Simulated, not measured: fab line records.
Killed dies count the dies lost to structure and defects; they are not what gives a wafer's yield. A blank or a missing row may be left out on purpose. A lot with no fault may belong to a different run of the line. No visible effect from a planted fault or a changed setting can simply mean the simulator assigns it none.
Matching of chambers	flow nand_harc	4 sister chambers for NHARC_A_CONTACT_DESCUM_74 on rie_diel-07
The step chemistry O2, time 3 s. 22 wafers are shown with their chamber, then 11 later ones without.

WAFERS PAIRED WITH THEIR CHAMBERS
wafer	chamber	oes_product_au (a.u.)	rf_vpp_V (V)	throttle_valve_pct (%)
L075.2	1	1.001	58.7	11.315
L075.3	2	0.988	55.0	11.310
L075.5	0	0.971	59.5	11.306
L077.3	3	0.984	57.3	11.312
L077.4	1	1.000	57.6	11.310
L077.6	2	0.993	56.7	11.306
L076.1	2	0.984	58.5	11.322
L076.2	3	0.984	58.3	11.311
L076.3	1	1.006	57.4	11.322
L076.4	0	0.989	58.6	11.304
L076.5	0	0.984	58.4	11.321
L076.6	3	0.978	59.2	11.318
L080.2	0	0.983	59.4	11.302
L080.3	2	1.007	56.2	11.317
L080.5	1	1.005	56.8	11.306
L083.1	0	0.978	59.1	11.299
L083.3	2	1.020	58.0	11.328
L083.6	2	1.021	57.7	11.305
L086.1	3	0.994	55.9	11.330
L086.3	1	1.026	58.1	11.311
L086.6	3	1.010	57.5	11.304
L090.2	1	1.004	58.6	11.312

SIGNATURES, as means of the wafers listed above
reading	chamber 0	chamber 1	chamber 2	chamber 3	scatter within a chamber
oes_product_au	0.98100	1.00700	1.00217	0.99000	0.012
rf_vpp_V	59.000	57.867	57.017	57.640	1
throttle_valve_pct	11.30640	11.31267	11.31467	11.31500	0.00833
Rule: a wafer's distance from a chamber is the root of the sum, over the readings, of the square of ((its reading less the chamber's mean) divided by the reading's scatter). If the next closest chamber is less than 2 further off than the closest, the wafer can't be placed; otherwise it belongs to the closest. The scatter: the root of (the sum of the squares of (reading less its chamber's mean) over the shown wafers, divided by (wafers less chambers)).

WAFERS WITH NO CHAMBER GIVEN
wafer	oes_product_au (a.u.)	rf_vpp_V (V)	throttle_valve_pct (%)
L090.5	0.990	57.6	11.324
L090.6	0.988	56.9	11.292
L091.1	1.009	57.8	11.320
L091.3	0.986	58.4	11.309
L091.6	0.998	58.8	11.314
L094.1	0.981	58.6	11.302
L094.2	0.990	58.5	11.311
L094.4	1.030	57.3	11.300
L096.2	1.031	56.8	11.305
L096.5	1.036	56.4	11.301
L096.6	0.997	58.1	11.321

WHICH CHAMBER EACH ONE RAN IN
wafer	from the rows above	in truth
L090.5	can't be placed: 3 or 2 or 1 or 0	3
L090.6	can't be placed: 0 or 3 or 2 or 1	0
L091.1	can't be placed: 1 or 2 or 3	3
L091.3	can't be placed: 0 or 3 or 1 or 2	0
L091.6	can't be placed: 1 or 3 or 0 or 2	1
L094.1	can't be placed: 0 or 3 or 1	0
L094.2	can't be placed: 3 or 0 or 1 or 2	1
L094.4	can't be placed: 1 or 2 or 3 or 0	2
L096.2	can't be placed: 1 or 2 or 3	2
L096.5	can't be placed: 1 or 2 or 3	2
L096.6	can't be placed: 3 or 1 or 2 or 0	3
Correctly placed: 0 of 11. Unplaceable from these rows: 11, with the true chamber sitting among the candidates in 11. Placed wrongly: 0.
